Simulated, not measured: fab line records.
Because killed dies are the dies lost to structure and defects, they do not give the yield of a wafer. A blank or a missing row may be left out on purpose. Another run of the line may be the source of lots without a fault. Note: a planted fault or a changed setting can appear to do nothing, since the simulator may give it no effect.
fab line records || flow nand-harc
record {"lots": 6, "wafers": 18, "last-day": 24}
route steps=1159 shown A_ZERO_WELL@412 A_SOURCE_PLATE@413 A_ONON_D1@424 END@1159
lots that met no fault: from a run of the same line without faults
start-h: hours from the record's opening day to when the first of the lot's shown wafers began || wait-h: time in hours since the lot's previous step || " the same as in the row above || L1.1+2: a single row standing in for several wafers || - no value, or no start given || * or withheld: withheld || < > ~ a bound
route shown NAME@n: names a module that has steps shown in the file, with the first one's number in the route || usual: the fault-free wafers' mean and standard deviation || same: alike in all rows || chamber/n: place in a boat || sites: per-site readings || _std_site: standard deviation of those values || _edge_site: mean of outer sites minus mean of inner sites || radius-mm: for every site, how far away it sits from the centre of the wafer || mask NAME#n: copy n || behind: tool/chamber where the wafer was last shaped || hold: what put the lot on hold/how long, in hours/how the hold closed || device: names the non-switching transistor (n, p or np) || end of line: tests of these same wafers at the route's end || for a step that has no rows: nothing shown but its recipe || killed: the dies lost at the first sort to structure and to defects; this is not the yield of the wafer || map: a wafer's dies, x killed, . not, _ none there
set.NAME: setting as actually run; set.NAME@STEP: the setting as run at that earlier step || model.NAME: the simulator's own value behind a step, which no gauge read
a table for each step, a row for each wafer; lots at some steps of the route
services: a tool's chamber out of use, with start hour (start-h, from the record's first day; less than 0 if before it), hours out, and reason
## steps
# step NHARC_A_ZERO_WELL_INSPECT_17
# usual {"raw-defect-count": "11/5.8"}
{"lot.wafer": "L246.3", "tool": "defect-inspect-02", "chamber": "-", "start-h": 165.87, "wait-h": 0.1, "raw-defect-count": 11}
{"lot.wafer": "L246.4", "tool": "defect-inspect-02", "chamber": "-", "start-h": 165.87, "wait-h": 0.1, "raw-defect-count": 10}
{"lot.wafer": "L246.5", "tool": "defect-inspect-02", "chamber": "-", "start-h": 165.87, "wait-h": 0.1, "raw-defect-count": 9}
{"lot.wafer": "L248.1", "tool": "defect-inspect-01", "chamber": "-", "start-h": 174.38, "wait-h": 0.2, "raw-defect-count": 16}
{"lot.wafer": "L248.2", "tool": "defect-inspect-01", "chamber": "-", "start-h": 174.38, "wait-h": 0.2, "raw-defect-count": 12}
{"lot.wafer": "L248.5", "tool": "defect-inspect-01", "chamber": "-", "start-h": 174.38, "wait-h": 0.2, "raw-defect-count": 23}
{"lot.wafer": "L256.2", "tool": "defect-inspect-02", "chamber": "-", "start-h": 236.69, "wait-h": 0.2, "raw-defect-count": 14}
{"lot.wafer": "L256.4", "tool": "defect-inspect-02", "chamber": "-", "start-h": 236.69, "wait-h": 0.2, "raw-defect-count": 0}
{"lot.wafer": "L256.5", "tool": "defect-inspect-02", "chamber": "-", "start-h": 236.69, "wait-h": 0.2, "raw-defect-count": 3}
{"lot.wafer": "L258.1", "tool": "defect-inspect-02", "chamber": "-", "start-h": 237.62, "wait-h": 0.2, "raw-defect-count": 16}
{"lot.wafer": "L258.3", "tool": "defect-inspect-02", "chamber": "-", "start-h": 237.62, "wait-h": 0.2, "raw-defect-count": 6}
{"lot.wafer": "L258.5", "tool": "defect-inspect-02", "chamber": "-", "start-h": 237.62, "wait-h": 0.2, "raw-defect-count": 16}
{"lot.wafer": "L260.4", "tool": "defect-inspect-02", "chamber": "-", "start-h": 245.55, "wait-h": 0.1, "raw-defect-count": 20}
{"lot.wafer": "L260.5", "tool": "defect-inspect-02", "chamber": "-", "start-h": 245.55, "wait-h": 0.1, "raw-defect-count": 20}
{"lot.wafer": "L260.6", "tool": "defect-inspect-02", "chamber": "-", "start-h": 245.55, "wait-h": 0.1, "raw-defect-count": 24}
{"lot.wafer": "L262.1", "tool": "defect-inspect-01", "chamber": "-", "start-h": 257.55, "wait-h": 0.2, "raw-defect-count": 11}
{"lot.wafer": "L262.3", "tool": "defect-inspect-01", "chamber": "-", "start-h": 257.55, "wait-h": 0.2, "raw-defect-count": 6}
{"lot.wafer": "L262.5", "tool": "defect-inspect-01", "chamber": "-", "start-h": 257.55, "wait-h": 0.2, "raw-defect-count": 10}
# step NHARC_A_SOURCE_PLATE_PRECLEAN_00
# recipe {"time-s": 60, "chemistry": "HF-LAST"}
# step NHARC_A_SOURCE_PLATE_SRD_01
# step NHARC_A_SOURCE_PLATE_OXIDE_02
# recipe {"target-thk-a": 100, "temp-c": 900, "ox-time-s": 1362, "material": "SiO2"}
# step NHARC_A_SOURCE_PLATE_THK_MEAS_09
# recipe {"thk-meas-gauge": "ellipsometry"}
# usual {"thk-nm": "9.7/1"}
{"lot.wafer": "L246.3", "tool": "film-metro-01", "chamber": "-", "start-h": 173.32, "wait-h": 0.4, "thk-nm": 8.7}
{"lot.wafer": "L246.4", "tool": "film-metro-01", "chamber": "-", "start-h": 173.32, "wait-h": 0.4, "thk-nm": 9.8}
{"lot.wafer": "L246.5", "tool": "film-metro-01", "chamber": "-", "start-h": 173.32, "wait-h": 0.4, "thk-nm": 9.9}
{"lot.wafer": "L248.1", "tool": "film-metro-01", "chamber": "-", "start-h": 180.84, "wait-h": 0.4, "thk-nm": 9.8}
{"lot.wafer": "L248.2", "tool": "film-metro-01", "chamber": "-", "start-h": 180.84, "wait-h": 0.4, "thk-nm": 9.3}
{"lot.wafer": "L248.5", "tool": "film-metro-01", "chamber": "-", "start-h": 180.84, "wait-h": 0.4, "thk-nm": 8.8}
{"lot.wafer": "L256.2", "tool": "film-metro-01", "chamber": "-", "start-h": 243.96, "wait-h": 0.4, "thk-nm": 9.1}
{"lot.wafer": "L256.4", "tool": "film-metro-01", "chamber": "-", "start-h": 243.96, "wait-h": 0.4, "thk-nm": 9.7}
{"lot.wafer": "L256.5", "tool": "film-metro-01", "chamber": "-", "start-h": 243.96, "wait-h": 0.4, "thk-nm": 9.2}
{"lot.wafer": "L258.1", "tool": "film-metro-01", "chamber": "-", "start-h": 243.96, "wait-h": 0.4, "thk-nm": 8.4}
{"lot.wafer": "L258.3", "tool": "film-metro-01", "chamber": "-", "start-h": 243.96, "wait-h": 0.4, "thk-nm": 9.7}
{"lot.wafer": "L258.5", "tool": "film-metro-01", "chamber": "-", "start-h": 243.96, "wait-h": 0.4, "thk-nm": 11.1}
{"lot.wafer": "L260.4", "tool": "film-metro-02", "chamber": "-", "start-h": 252.64, "wait-h": 0.4, "thk-nm": 8.6}
{"lot.wafer": "L260.5", "tool": "film-metro-02", "chamber": "-", "start-h": 252.64, "wait-h": 0.4, "thk-nm": 8.9}
{"lot.wafer": "L260.6", "tool": "film-metro-02", "chamber": "-", "start-h": 252.64, "wait-h": 0.4, "thk-nm": 11.7}
{"lot.wafer": "L262.1", "tool": "film-metro-02", "chamber": "-", "start-h": 261.90, "wait-h": 0.4, "thk-nm": 9.9}
{"lot.wafer": "L262.3", "tool": "film-metro-02", "chamber": "-", "start-h": 261.90, "wait-h": 0.4, "thk-nm": 8.8}
{"lot.wafer": "L262.5", "tool": "film-metro-02", "chamber": "-", "start-h": 261.90, "wait-h": 0.4, "thk-nm": 9.4}
# step NHARC_A_SOURCE_PLATE_PVD_04
# recipe {"target-thk-a": 500, "material": "WSi2"}
# step NHARC_A_SOURCE_PLATE_CVD_03
# recipe {"target-thk-a": 2000, "temp-c": 620, "pressure-mtorr": 200, "time-s": 4000, "material": "poly-Si"}
# step NHARC_A_SOURCE_PLATE_ANNEAL_05
# recipe {"temp-c": 850, "time-s": 1800}
# step NHARC_A_SOURCE_PLATE_THK_MEAS_06
# recipe {"thk-meas-gauge": "ellipsometry"}
# usual {"thk-nm": "200.1/2.2"}
{"lot.wafer": "L246.3", "tool": "film-metro-01", "chamber": "-", "start-h": 186.36, "wait-h": 0.4, "thk-nm": 201.5}
{"lot.wafer": "L246.4", "tool": "film-metro-01", "chamber": "-", "start-h": 186.36, "wait-h": 0.4, "thk-nm": 199.7}
{"lot.wafer": "L246.5", "tool": "film-metro-01", "chamber": "-", "start-h": 186.36, "wait-h": 0.4, "thk-nm": 200.4}
{"lot.wafer": "L248.1", "tool": "film-metro-01", "chamber": "-", "start-h": 194.01, "wait-h": 0.4, "thk-nm": 200.4}
{"lot.wafer": "L248.2", "tool": "film-metro-01", "chamber": "-", "start-h": 194.01, "wait-h": 0.4, "thk-nm": 201.9}
{"lot.wafer": "L248.5", "tool": "film-metro-01", "chamber": "-", "start-h": 194.01, "wait-h": 0.4, "thk-nm": 200.9}
{"lot.wafer": "L258.1", "tool": "film-metro-02", "chamber": "-", "start-h": 257.07, "wait-h": 0.4, "thk-nm": 199.9}
{"lot.wafer": "L258.3", "tool": "film-metro-02", "chamber": "-", "start-h": 257.07, "wait-h": 0.4, "thk-nm": 200.6}
{"lot.wafer": "L258.5", "tool": "film-metro-02", "chamber": "-", "start-h": 257.07, "wait-h": 0.4, "thk-nm": 200.6}
{"lot.wafer": "L256.2", "tool": "film-metro-01", "chamber": "-", "start-h": 257.08, "wait-h": 0.4, "thk-nm": 200.4}
{"lot.wafer": "L256.4", "tool": "film-metro-01", "chamber": "-", "start-h": 257.08, "wait-h": 0.4, "thk-nm": 198.2}
{"lot.wafer": "L256.5", "tool": "film-metro-01", "chamber": "-", "start-h": 257.08, "wait-h": 0.4, "thk-nm": 200.9}
{"lot.wafer": "L260.4", "tool": "film-metro-01", "chamber": "-", "start-h": 265.44, "wait-h": 0.4, "thk-nm": 202.4}
{"lot.wafer": "L260.5", "tool": "film-metro-01", "chamber": "-", "start-h": 265.44, "wait-h": 0.4, "thk-nm": 198.3}
{"lot.wafer": "L260.6", "tool": "film-metro-01", "chamber": "-", "start-h": 265.44, "wait-h": 0.4, "thk-nm": 199.9}
{"lot.wafer": "L262.1", "tool": "film-metro-01", "chamber": "-", "start-h": 274.94, "wait-h": 0.4, "thk-nm": 203.9}
{"lot.wafer": "L262.3", "tool": "film-metro-01", "chamber": "-", "start-h": 274.94, "wait-h": 0.4, "thk-nm": 204.5}
{"lot.wafer": "L262.5", "tool": "film-metro-01", "chamber": "-", "start-h": 274.94, "wait-h": 0.4, "thk-nm": 205.3}
# step NHARC_A_SOURCE_PLATE_INSPECT_08
# usual {"raw-defect-count": "61/23"}
{"lot.wafer": "L246.3", "tool": "defect-inspect-01", "chamber": "-", "start-h": 186.46, "wait-h": 0.0, "raw-defect-count": 123}
{"lot.wafer": "L246.4", "tool": "defect-inspect-01", "chamber": "-", "start-h": 186.46, "wait-h": 0.0, "raw-defect-count": 95}
{"lot.wafer": "L246.5", "tool": "defect-inspect-01", "chamber": "-", "start-h": 186.46, "wait-h": 0.0, "raw-defect-count": 63}
{"lot.wafer": "L248.1", "tool": "defect-inspect-02", "chamber": "-", "start-h": 194.07, "wait-h": 0.0, "raw-defect-count": 41}
{"lot.wafer": "L248.2", "tool": "defect-inspect-02", "chamber": "-", "start-h": 194.07, "wait-h": 0.0, "raw-defect-count": 47}
{"lot.wafer": "L248.5", "tool": "defect-inspect-02", "chamber": "-", "start-h": 194.07, "wait-h": 0.0, "raw-defect-count": 49}
{"lot.wafer": "L256.2", "tool": "defect-inspect-01", "chamber": "-", "start-h": 257.14, "wait-h": 0.0, "raw-defect-count": 49}
{"lot.wafer": "L256.4", "tool": "defect-inspect-01", "chamber": "-", "start-h": 257.14, "wait-h": 0.0, "raw-defect-count": 20}
{"lot.wafer": "L256.5", "tool": "defect-inspect-01", "chamber": "-", "start-h": 257.14, "wait-h": 0.0, "raw-defect-count": 30}
{"lot.wafer": "L258.1", "tool": "defect-inspect-02", "chamber": "-", "start-h": 257.16, "wait-h": 0.0, "raw-defect-count": 91}
{"lot.wafer": "L258.3", "tool": "defect-inspect-02", "chamber": "-", "start-h": 257.16, "wait-h": 0.0, "raw-defect-count": 39}
{"lot.wafer": "L258.5", "tool": "defect-inspect-02", "chamber": "-", "start-h": 257.16, "wait-h": 0.0, "raw-defect-count": 59}
{"lot.wafer": "L260.4", "tool": "defect-inspect-01", "chamber": "-", "start-h": 265.50, "wait-h": 0.0, "raw-defect-count": 57}
{"lot.wafer": "L260.5", "tool": "defect-inspect-01", "chamber": "-", "start-h": 265.50, "wait-h": 0.0, "raw-defect-count": 52}
{"lot.wafer": "L260.6", "tool": "defect-inspect-01", "chamber": "-", "start-h": 265.50, "wait-h": 0.0, "raw-defect-count": 59}
{"lot.wafer": "L262.1", "tool": "defect-inspect-01", "chamber": "-", "start-h": 275.02, "wait-h": 0.1, "raw-defect-count": 55}
{"lot.wafer": "L262.3", "tool": "defect-inspect-01", "chamber": "-", "start-h": 275.02, "wait-h": 0.1, "raw-defect-count": 26}
{"lot.wafer": "L262.5", "tool": "defect-inspect-01", "chamber": "-", "start-h": 275.02, "wait-h": 0.1, "raw-defect-count": 60}
# step NHARC_A_ONON_D1_DEP_00
# recipe {"target-thk-a": 10000, "n2-flow-sccm": 2750, "n2o-flow-sccm": 2000, "nh3-flow-sccm": 500, "sih4-flow-sccm": 210, "temp-c": 400}
{"lot.wafer": "L246.3+4+5", "tool": "pecvd-onon-04", "chamber": 0, "start-h": 186.65, "wait-h": 0.2}
{"lot.wafer": "L248.1+2+5", "tool": "pecvd-onon-04", "chamber": 0, "start-h": 194.14, "wait-h": 0.1}
{"lot.wafer": "L258.1+3+5", "tool": "pecvd-onon-02", "chamber": 0, "start-h": 257.23, "wait-h": 0.1}
{"lot.wafer": "L256.2+4+5", "tool": "pecvd-onon-01", "chamber": 0, "start-h": 257.26, "wait-h": 0.1}
{"lot.wafer": "L260.4+5+6", "tool": "pecvd-onon-04", "chamber": 0, "start-h": 265.74, "wait-h": 0.2}
{"lot.wafer": "L262.1+3+5", "tool": "pecvd-onon-02", "chamber": 0, "start-h": 275.29, "wait-h": 0.3}
# step NHARC_A_ONON_D1_THK_MEAS_02
# recipe {"thk-meas-gauge": "ellipsometry"}
# usual {"thk-nm": "1003/9.6"}
{"lot.wafer": "L246.3", "tool": "film-metro-02", "chamber": "-", "start-h": 187.04, "wait-h": "-", "thk-nm": 993}
{"lot.wafer": "L246.4", "tool": "film-metro-02", "chamber": "-", "start-h": 187.04, "wait-h": "-", "thk-nm": 1559}
{"lot.wafer": "L246.5", "tool": "film-metro-02", "chamber": "-", "start-h": 187.04, "wait-h": "-", "thk-nm": 995}
{"lot.wafer": "L248.1", "tool": "film-metro-02", "chamber": "-", "start-h": 194.66, "wait-h": "-", "thk-nm": 1009}
{"lot.wafer": "L248.2", "tool": "film-metro-02", "chamber": "-", "start-h": 194.66, "wait-h": "-", "thk-nm": 1574}
{"lot.wafer": "L248.5", "tool": "film-metro-02", "chamber": "-", "start-h": 194.66, "wait-h": "-", "thk-nm": 1008}
{"lot.wafer": "L256.2", "tool": "film-metro-01", "chamber": "-", "start-h": 257.71, "wait-h": "-", "thk-nm": 1006}
{"lot.wafer": "L256.4", "tool": "film-metro-01", "chamber": "-", "start-h": 257.71, "wait-h": "-", "thk-nm": 1008}
{"lot.wafer": "L256.5", "tool": "film-metro-01", "chamber": "-", "start-h": 257.71, "wait-h": "-", "thk-nm": 1007}
{"lot.wafer": "L258.1", "tool": "film-metro-02", "chamber": "-", "start-h": 257.73, "wait-h": "-", "thk-nm": 995}
{"lot.wafer": "L258.3", "tool": "film-metro-02", "chamber": "-", "start-h": 257.73, "wait-h": "-", "thk-nm": 997}
{"lot.wafer": "L258.5", "tool": "film-metro-02", "chamber": "-", "start-h": 257.73, "wait-h": "-", "thk-nm": 995}
{"lot.wafer": "L260.4", "tool": "film-metro-01", "chamber": "-", "start-h": 266.07, "wait-h": "-", "thk-nm": 1009}
{"lot.wafer": "L260.5", "tool": "film-metro-01", "chamber": "-", "start-h": 266.07, "wait-h": "-", "thk-nm": 1011}
{"lot.wafer": "L260.6", "tool": "film-metro-01", "chamber": "-", "start-h": 266.07, "wait-h": "-", "thk-nm": 1014}
{"lot.wafer": "L262.1", "tool": "film-metro-02", "chamber": "-", "start-h": 275.80, "wait-h": "-", "thk-nm": 1004}
{"lot.wafer": "L262.3", "tool": "film-metro-02", "chamber": "-", "start-h": 275.80, "wait-h": "-", "thk-nm": 1002}
{"lot.wafer": "L262.5", "tool": "film-metro-02", "chamber": "-", "start-h": 275.80, "wait-h": "-", "thk-nm": 1003}
# step NHARC_A_ONON_D1_DEP_03
# recipe {"target-thk-a": 10000, "n2-flow-sccm": 2750, "n2o-flow-sccm": 2000, "nh3-flow-sccm": 500, "sih4-flow-sccm": 210, "temp-c": 400}
# step NHARC_END_SORT_01
# recipe {"temp-c": 25}
# usual {"killed-at-array": "25/9.8", "killed-at-other": "0.8/1.1", "killed-at-periphery": "3.3/2.1", "killed-dies": "29/10", "killed-open": "3.3/1.8", "killed-short": "1.9/1.4"}
# same {"gross-dies": 677}
{"lot.wafer": "L246.4", "tool": "prober-01", "chamber": 0, "start-h": 478.13, "wait-h": 3.4, "killed-at-array": 669, "killed-at-other": 1, "killed-at-periphery": 7, "killed-dies": 677, "killed-open": 6, "killed-short": 1}
{"lot.wafer": "L248.2", "tool": "prober-01", "chamber": 0, "start-h": 484.33, "wait-h": 2.8, "killed-at-array": 673, "killed-at-other": 1, "killed-at-periphery": 3, "killed-dies": 677, "killed-open": 1, "killed-short": 2}
# killed by level:class
L246.4 A_ONON_D1:area-dep=646 A_CHANNEL_HOLE_D1:chamber-film-flake=11 A_ONON_D1:geometric-particle:open=2 A_BLC:geometric-particle:open=2 P_ZERO_WELL:chamber-film-flake=2 P_M1:chamber-film-flake=2 A_STAIRCASE:chamber-film-flake=2 A_SLIT:chamber-film-flake=2
L248.2 A_ONON_D1:area-dep=657 A_CHANNEL_HOLE_D1:chamber-film-flake=5 A_CONTACT:chamber-film-flake=4 A_STAIRCASE:chamber-film-flake=3 P_M0:geometric-particle:short=1 A_ONON_D1:geometric-particle:open=1 A_CONTACT:geometric-particle:short=1 P_ZERO_WELL:chamber-film-flake=1
# map L246.4 (x killed, . not)
____________x____________
_________xxxxxxx_________
_______xxxxxxxxxxx_______
______xxxxxxxxxxxxx______
_____xxxxxxxxxxxxxxx_____
____xxxxxxxxxxxxxxxxx____
____xxxxxxxxxxxxxxxxx____
___xxxxxxxxxxxxxxxxxxx___
___xxxxxxxxxxxxxxxxxxx___
__xxxxxxxxxxxxxxxxxxxxx__
__xxxxxxxxxxxxxxxxxxxxx__
_xxxxxxxxxxxxxxxxxxxxxxx_
_xxxxxxxxxxxxxxxxxxxxxxx_
_xxxxxxxxxxxxxxxxxxxxxxx_
_xxxxxxxxxxxxxxxxxxxxxxx_
_xxxxxxxxxxxxxxxxxxxxxxx_
xxxxxxxxxxxxxxxxxxxxxxxxx
xxxxxxxxxxxxxxxxxxxxxxxxx
xxxxxxxxxxxxxxxxxxxxxxxxx
xxxxxxxxxxxxxxxxxxxxxxxxx
xxxxxxxxxxxxxxxxxxxxxxxxx
_xxxxxxxxxxxxxxxxxxxxxxx_
_xxxxxxxxxxxxxxxxxxxxxxx_
_xxxxxxxxxxxxxxxxxxxxxxx_
_xxxxxxxxxxxxxxxxxxxxxxx_
_xxxxxxxxxxxxxxxxxxxxxxx_
__xxxxxxxxxxxxxxxxxxxxx__
__xxxxxxxxxxxxxxxxxxxxx__
___xxxxxxxxxxxxxxxxxxx___
___xxxxxxxxxxxxxxxxxxx___
____xxxxxxxxxxxxxxxxx____
____xxxxxxxxxxxxxxxxx____
_____xxxxxxxxxxxxxxx_____
______xxxxxxxxxxxxx______
_______xxxxxxxxxxx_______
_________xxxxxxx_________
____________x____________
# map L248.2 (x killed, . not)
____________x____________
_________xxxxxxx_________
_______xxxxxxxxxxx_______
______xxxxxxxxxxxxx______
_____xxxxxxxxxxxxxxx_____
____xxxxxxxxxxxxxxxxx____
____xxxxxxxxxxxxxxxxx____
___xxxxxxxxxxxxxxxxxxx___
___xxxxxxxxxxxxxxxxxxx___
__xxxxxxxxxxxxxxxxxxxxx__
__xxxxxxxxxxxxxxxxxxxxx__
_xxxxxxxxxxxxxxxxxxxxxxx_
_xxxxxxxxxxxxxxxxxxxxxxx_
_xxxxxxxxxxxxxxxxxxxxxxx_
_xxxxxxxxxxxxxxxxxxxxxxx_
_xxxxxxxxxxxxxxxxxxxxxxx_
xxxxxxxxxxxxxxxxxxxxxxxxx
xxxxxxxxxxxxxxxxxxxxxxxxx
xxxxxxxxxxxxxxxxxxxxxxxxx
xxxxxxxxxxxxxxxxxxxxxxxxx
xxxxxxxxxxxxxxxxxxxxxxxxx
_xxxxxxxxxxxxxxxxxxxxxxx_
_xxxxxxxxxxxxxxxxxxxxxxx_
_xxxxxxxxxxxxxxxxxxxxxxx_
_xxxxxxxxxxxxxxxxxxxxxxx_
_xxxxxxxxxxxxxxxxxxxxxxx_
__xxxxxxxxxxxxxxxxxxxxx__
__xxxxxxxxxxxxxxxxxxxxx__
___xxxxxxxxxxxxxxxxxxx___
___xxxxxxxxxxxxxxxxxxx___
____xxxxxxxxxxxxxxxxx____
____xxxxxxxxxxxxxxxxx____
_____xxxxxxxxxxxxxxx_____
______xxxxxxxxxxxxx______
_______xxxxxxxxxxx_______
_________xxxxxxx_________
____________x____________
## services
{"tool": "pecvd-onon-01", "chamber": "-", "start-h": 195.04, "hours": 13.0, "kind": "pm"}
{"tool": "pecvd-onon-04", "chamber": "-", "start-h": 237.37, "hours": 13.0, "kind": "pm"}
## key
first-sign {"step": "NHARC_A_ONON_D1_THK_MEAS_02", "reading": "thk-nm", "direction": "up", "sigmas": 59, "usual": 1003, "struck": 1567}
effect {"step": "NHARC_END_SORT_01", "reading": "killed-at-array", "direction": "up", "sigmas": 66, "usual": 25, "struck": 671}
more-kills-born-at {"NHARC_A_ONON_D1_DEP_00@pecvd-onon-04": 1303}
met-at NHARC_A_ONON_D1_DEP_00
struck-wafers L246.4,L248.2
later-rows-left-out L246.4,L248.2
tester-left-out L246,L248
fault {"kind": "process-parameter-drift", "tool": "pecvd-onon-04", "chamber": "-", "onset-h": 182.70, "steps": "NHARC_A_ONON_D1_DEP_00", "channel": "target-thk-a", "offset": "*", "shape": "step", "end-h": 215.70, "scope": "struck-wafers-only", "acts-in": "*", "stated": "*"}
# tester-left-out: of these lots the tester's yield and bins aren't shown, on N5 and GAA mostly nor the transistor test; their killed dies are dies lost to structure and defects alone, not to doping, threshold or leakage, so they don't give the yield
# later-rows-left-out: the simulator's readings of these wafers behind a module that went badly wrong aren't trusted and aren't shown, but for the sort
